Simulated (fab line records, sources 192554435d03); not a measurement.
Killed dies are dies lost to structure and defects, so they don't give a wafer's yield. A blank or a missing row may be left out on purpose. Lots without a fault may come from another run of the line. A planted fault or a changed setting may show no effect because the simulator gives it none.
A struck lot beside a sound one | flow n5_finfet | 18 steps out of a route of 1938
Sound: wafers L145.4, L145.5, L145.6. Struck: wafers L166.1, L166.2, L166.6. The cause comes at the end.
At each step with rows: each side's tool, then ch and its chambers, then its first start. Under that, the readings that differ: sound wafers | struck wafers | difference of the means | sigmas: that difference in standard deviations of wafers without a fault.
alike: readings whose means differ by less than 2 such deviations, and words and numbers that are the same on both sides. not compared: withheld readings, readings that some wafer has no value for, bounds like >300 that may hide the same value, and numbers for which the record gives no deviation and whose values overlap.
The two part at a step that has a row with sigmas, a row that says differs or no value, or rows on one side only. Numbers that don't overlap but have no deviation are shown without sigmas and don't part them. A reading that every wafer of one side lacks parts them only if that side has two wafers or more.

first, 6 steps without rows for these wafers: N5_BEOL_M6_COAT_22 (resist thk 30 nm); N5_BEOL_M6_EBR_24; N5_BEOL_M6_SOFTBAKE_23 (time 60 s); N5_BEOL_M6_EXPOSE_25 (exposes mask V5, target cd 40 nm); N5_BEOL_M6_PEB_26 (peb time 60 s); N5_BEOL_M6_DEVELOP_27 (develop time 30 s).
N5_BEOL_M6_CD_MEAS_28: target cd 40 nm.
  sound on cd_sem-02 ch 0, day 9 03:17; struck on cd_sem-01 ch 0, day 14 02:23
  alike: cd_nm
N5_BEOL_M6_OVL_MEAS_29:
  sound on overlay-02 ch 0, day 9 03:20; struck on overlay-01 ch 0, day 14 02:25
  alike: V5_OVL
N5_BEOL_M6_INSPECT_30: inspects for defects (brightfield).
  sound on defect_inspect-01, day 9 03:23; struck on defect_inspect-02, day 14 02:28
  alike: raw_defect_count
N5_BEOL_M6_DESCUM_33: chemistry O2, time 7 s.
  sound on rie_diel-03 ch 1,2,3, day 9 03:25; struck on rie_diel-03 ch 1,2, day 14 02:54
  alike: drypump_motor_current_A, oes_product_au, rf_vpp_V, showerhead_plenum_p_Torr, temp_c, throttle_valve_pct
  not compared: rf_hours_counter_h
N5_BEOL_M6_ETCH_72: etches underlayer in N2/H2, target depth 6.5 nm, time 5.2 s.
  sound on rie_diel-03 ch 1,2,3, day 9 03:26; struck on rie_diel-03 ch 1,2, day 14 02:56
  alike: bias_w, drypump_motor_current_A, etch_rf_on_time_s, n2_flow_sccm, oes_product_au, rf_vpp_V, showerhead_plenum_p_Torr, throttle_valve_pct
  not compared: rf_hours_counter_h
N5_BEOL_M6_ETCH_65: etches SiARC in CF4, target depth 15.6 nm, time 26 s.
  sound on rie_diel-03 ch 1,2,3, day 9 03:28; struck on rie_diel-03 ch 1,2, day 14 02:57
  alike: bias_w, drypump_motor_current_A, etch_rf_on_time_s, oes_product_au, rf_vpp_V, showerhead_plenum_p_Torr, throttle_valve_pct
  not compared: rf_hours_counter_h
N5_BEOL_M6_ETCH_66: etches SOC in N2/H2, target depth 80 nm, overetch 16 nm, time 120 s.
  sound on rie_diel-03 ch 1,2,3, day 9 03:29; struck on rie_diel-03 ch 1,2, day 14 02:59
  reading                                    | sound             | struck            | difference | sigmas
  temp_c (C)                                 | 39.96 39.90 39.85 | 40.14 40.12 40.20 | +0.25      | +2
  model.SiARC_of_BEOL_M6_COAT_64.thk_nm (nm) | 6.4 6.2 6.4       | 8 8.2 8           | +2         |
  model.BEOL_M6.cd_nm (nm)                   | 40.2 39.8 40      | 39.6 39.2 39.6    | -0.5       |
  alike: bias_w, drypump_motor_current_A, n2_flow_sccm, oes_product_au, rf_vpp_V, showerhead_plenum_p_Torr, throttle_valve_pct
  not compared: rf_hours_counter_h
then, 2 steps without rows for these wafers: N5_BEOL_M6_STRIP_69 (strips in N2/H2); N5_BEOL_M6_STRIP_73 (strips in N2/H2).
N5_BEOL_M6_VIA_ETCH_34: etches SiCOH lowk in C4F6/O2, target depth 126.3 nm, time 50.9 s.
  sound on rie_diel-03 ch 1,2,3, day 9 03:35; struck on rie_diel-03 ch 1,2, day 14 03:05
  reading                  | sound        | struck         | difference | sigmas
  model.BEOL_M6.cd_nm (nm) | 40 39.6 40.2 | 39.4 39.2 39.4 | -0.6       |
  alike: bias_w, drypump_motor_current_A, oes_product_au, rf_vpp_V, showerhead_plenum_p_Torr, throttle_valve_pct
  not compared: rf_hours_counter_h
then, 1 step without rows for these wafers: N5_BEOL_M6_STRIP_76 (strips in C4F6/O2).
N5_PASSIVATION_PROBE_49:
  the record has rows for the sound wafers here (prober-01, day 13 00:08) and none for the struck ones

WHERE THEY PART
First at N5_BEOL_M6_ETCH_66; last, within this record, at N5_PASSIVATION_PROBE_49.

WHY: what the simulator had put in
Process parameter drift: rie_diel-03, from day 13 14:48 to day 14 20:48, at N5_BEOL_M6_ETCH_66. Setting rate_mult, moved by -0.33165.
